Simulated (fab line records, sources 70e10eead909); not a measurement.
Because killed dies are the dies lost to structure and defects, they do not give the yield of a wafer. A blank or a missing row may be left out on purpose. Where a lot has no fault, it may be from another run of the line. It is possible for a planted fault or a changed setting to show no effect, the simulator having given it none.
The tool behind it: which one? + flow nandHarc + Sampling: 11 lots, 33 wafers, 5 of 1159 route steps

== WHAT EACH GAUGE READ, for each wafer ==
NHARC_P_M2_INSPECT_11. Usual: rawDefectCount 3.8, standard deviation 2.4.
| lot  | measured     | on               | rawDefectCount | flag |
|------|--------------|------------------|----------------|------|
| L764 | day 6 07:06  | defectInspect-02 | 4 8 8          |      |
| L766 | day 6 20:37  | defectInspect-02 | 1 4 6          |      |
| L767 | day 6 22:07  | defectInspect-02 | 2 4 3          |      |
| L768 | day 7 13:58  | defectInspect-02 | 4 5 2          |      |
| L770 | day 7 14:08  | defectInspect-01 | 0 3 4          |      |
| L773 | day 8 07:19  | defectInspect-02 | 2 1 1          |      |
| L775 | day 8 21:26  | defectInspect-01 | 1 2 3          |      |
| L774 | day 8 21:37  | defectInspect-02 | 0 4 2          |      |
| L776 | day 9 10:00  | defectInspect-01 | 4 6 7          |      |
| L778 | day 9 10:29  | defectInspect-01 | 3 1 2          |      |
| L780 | day 10 03:32 | defectInspect-01 | 6 2 0          |      |

NHARC_P_M2_THK_MEAS_24: measures by xrf. Usual: thkNm 144.6 nm, standard deviation 1.5.
| lot  | measured     | on           | thkNm (nm)        | flag |
|------|--------------|--------------|-------------------|------|
| L764 | day 6 09:35  | filmMetro-02 | 142.2 146.3 143.6 |      |
| L766 | day 6 23:14  | filmMetro-02 | 146.1 143.8 145.4 |      |
| L767 | day 7 00:37  | filmMetro-02 | 144.0 146.4 146.0 |      |
| L768 | day 7 16:39  | filmMetro-01 | 142.8 146.8 146.6 |      |
| L770 | day 7 16:41  | filmMetro-01 | 143.7 144.2 146.6 |      |
| L773 | day 8 09:48  | filmMetro-02 | 143.5 145.3 143.4 |      |
| L775 | day 8 23:56  | filmMetro-01 | 146.3 146.1 146.0 |      |
| L774 | day 9 00:07  | filmMetro-01 | 144.6 144.2 146.0 |      |
| L776 | day 9 12:56  | filmMetro-01 | 143.6 142.8 144.5 |      |
| L778 | day 9 13:19  | filmMetro-01 | 143.6 148.0 144.1 |      |
| L780 | day 10 06:04 | filmMetro-02 | 138.2 144.6 145.0 |      |

== TOOL THAT RAN EACH LOT (tool first, then ch and the chambers of the sampled wafers, then the start) ==
| lot  | NHARC_P_M1_PRE_CLEAN_32        | NHARC_P_M2_STRIP_18              | NHARC_P_M2_CMP_23            |
|------|--------------------------------|----------------------------------|------------------------------|
| L764 | pecvd-04 ch 0,1,2, day 6 05:40 | rieDiel-12 ch 0,2, day 6 07:34   | cmp-01 ch 0,1,3, day 6 09:16 |
| L766 | pecvd-04 ch 0,1,2, day 6 19:11 | rieDiel-12 ch 1,2,3, day 6 21:04 | cmp-01 ch 0,1,2, day 6 22:59 |
| L767 | pecvd-03 ch 0,2, day 6 20:47   | rieDiel-12 ch 1,3, day 6 22:36   | cmp-01 ch 0,1,2, day 7 00:20 |
| L768 | pecvd-03 ch 0,2, day 7 12:21   | rieDiel-09 ch 0,2,3, day 7 14:25 | cmp-02 ch 0,2, day 7 16:20   |
| L770 | pecvd-03 ch 1,2, day 7 12:41   | rieDiel-09 ch 0,1,2, day 7 14:38 | cmp-01 ch 0,3, day 7 16:23   |
| L773 | pecvd-02 ch 1,2, day 8 05:59   | rieDiel-08 ch 1,2,3, day 8 07:47 | cmp-04 ch 0,1, day 8 09:29   |
| L775 | pecvd-02 ch 0,1,2, day 8 19:50 | rieDiel-12 ch 0,1, day 8 21:53   | cmp-01 ch 1,2, day 8 23:39   |
| L774 | pecvd-04 ch 0,1, day 8 20:10   | rieDiel-09 ch 1,2, day 8 22:05   | cmp-02 ch 1,3, day 8 23:49   |
| L776 | pecvd-03 ch 1,2, day 9 08:42   | rieDiel-09 ch 0,1,3, day 9 10:30 | cmp-02 ch 0,2,3, day 9 12:37 |
| L778 | pecvd-03 ch 1,2, day 9 09:05   | rieDiel-08 ch 1,2,3, day 9 11:08 | cmp-01 ch 1,2, day 9 12:59   |
| L780 | pecvd-02 ch 1,2, day 10 02:00  | rieDiel-08 ch 0,3, day 10 03:59  | cmp-01 ch 0,1, day 10 05:44  |
- NHARC_P_M1_PRE_CLEAN_32: time 12 s.
- NHARC_P_M2_STRIP_18: strips in N2/H2.
- NHARC_P_M2_CMP_23: polishes, t overpolish 20 s, target thk 144.3 nm.

== WHAT THE TOOLS THEMSELVES READ (means of the sampled wafers that have a number; where no wafer has one, the mark that the record gives instead) ==
NHARC_P_M1_PRE_CLEAN_32. Usual: heaterPowerW 664 W, standard deviation 66.
| lot  | tool     | heaterPowerW (W) | flag |
|------|----------|------------------|------|
| L764 | pecvd-04 | 661              |      |
| L766 | pecvd-04 | 689              |      |
| L767 | pecvd-03 | 578              |      |
| L768 | pecvd-03 | 627              |      |
| L770 | pecvd-03 | 636              |      |
| L773 | pecvd-02 | 682              |      |
| L775 | pecvd-02 | 697              |      |
| L774 | pecvd-04 | 611              |      |
| L776 | pecvd-03 | 621              |      |
| L778 | pecvd-03 | 573              |      |
| L780 | pecvd-02 | 637              |      |

NHARC_P_M2_STRIP_18. Usual: drypumpMotorCurrentA 6.0 A, standard deviation 0.38; oesProductAu 1.000 a.u., standard deviation 0.0085; powerW 1000 W, standard deviation 3.1; rfVppV 90.9 V, standard deviation 0.96; showerheadPlenumPTorr 2.07 Torr, standard deviation 0.067; throttleValvePct 14.171 %, standard deviation 0.009.
| lot  | tool       | drypumpMotorCurrentA (A) | oesProductAu (a.u.) | powerW (W) | rfVppV (V) | showerheadPlenumPTorr (Torr) | throttleValvePct (%) | flag |
|------|------------|--------------------------|---------------------|------------|------------|------------------------------|----------------------|------|
| L764 | rieDiel-12 | 6.4                      | 1.008               | 999        | 90.4       | 2.08                         | 14.168               |      |
| L766 | rieDiel-12 | 5.8                      | 1.000               | 999        | 90.3       | 2.04                         | 14.177               |      |
| L767 | rieDiel-12 | 5.6                      | 0.995               | 997        | 91.4       | 2.05                         | 14.168               |      |
| L768 | rieDiel-09 | 5.9                      | 1.007               | 1001       | 91.7       | 2.09                         | 14.174               |      |
| L770 | rieDiel-09 | 5.9                      | 0.995               | 1000       | 90.8       | 2.08                         | 14.166               |      |
| L773 | rieDiel-08 | 6.4                      | 1.009               | 1003       | 90.3       | 2.05                         | 14.168               |      |
| L775 | rieDiel-12 | 5.8                      | 0.988               | 1002       | 90.7       | 2.09                         | 14.175               |      |
| L774 | rieDiel-09 | 6.0                      | 0.998               | 999        | 90.7       | 2.03                         | 14.164               |      |
| L776 | rieDiel-09 | 5.9                      | 0.989               | 998        | 90.4       | 2.03                         | 14.171               |      |
| L778 | rieDiel-08 | 6.3                      | 0.993               | 1001       | 91.3       | 2.05                         | 14.173               |      |
| L780 | rieDiel-08 | 6.1                      | 0.992               | 1000       | 91.0       | 2.12                         | 14.174               |      |

NHARC_P_M2_CMP_23. Usual: motorCurrentA 11.9 A, standard deviation 1.2; timeToEndpointS 28.8 s, standard deviation 2.3.
| lot  | tool   | motorCurrentA (A) | timeToEndpointS (s) | flag |
|------|--------|-------------------|---------------------|------|
| L764 | cmp-01 | 11.2              | 30.1                |      |
| L766 | cmp-01 | 11.3              | 29.0                |      |
| L767 | cmp-01 | 11.3              | 28.3                |      |
| L768 | cmp-02 | 12.3              | 27.1                |      |
| L770 | cmp-01 | 11.9              | 29.9                |      |
| L773 | cmp-04 | 12.5              | 30.7                |      |
| L775 | cmp-01 | 10.7              | 26.6                |      |
| L774 | cmp-02 | 12.6              | 28.9                |      |
| L776 | cmp-02 | 12.7              | 25.3                |      |
| L778 | cmp-01 | 10.3              | 30.0                |      |
| L780 | cmp-01 | 11.7              | 24.8                |      |

== THE ANSWER, worked out from the rows above alone ==
Rule: take the mean of a lot's wafers that have a number; if it is more than 3 standard deviations from the usual mean, the lot is off. Also off: a lot with no number at a reading for which 4 or more lots have one. Where the step has rows for the other lots, those lots are counted as sound. First the gauges in route order, then the tools' own readings, where a lot's mean is used as printed above. At the first step where some lot is off, the reading lying furthest off is the one used; lots without a number count as furthest.
Across all readings shown, no lot is off: no conclusion can be drawn from this.

== WHAT WAS PUT IN BY THE SIMULATOR ==
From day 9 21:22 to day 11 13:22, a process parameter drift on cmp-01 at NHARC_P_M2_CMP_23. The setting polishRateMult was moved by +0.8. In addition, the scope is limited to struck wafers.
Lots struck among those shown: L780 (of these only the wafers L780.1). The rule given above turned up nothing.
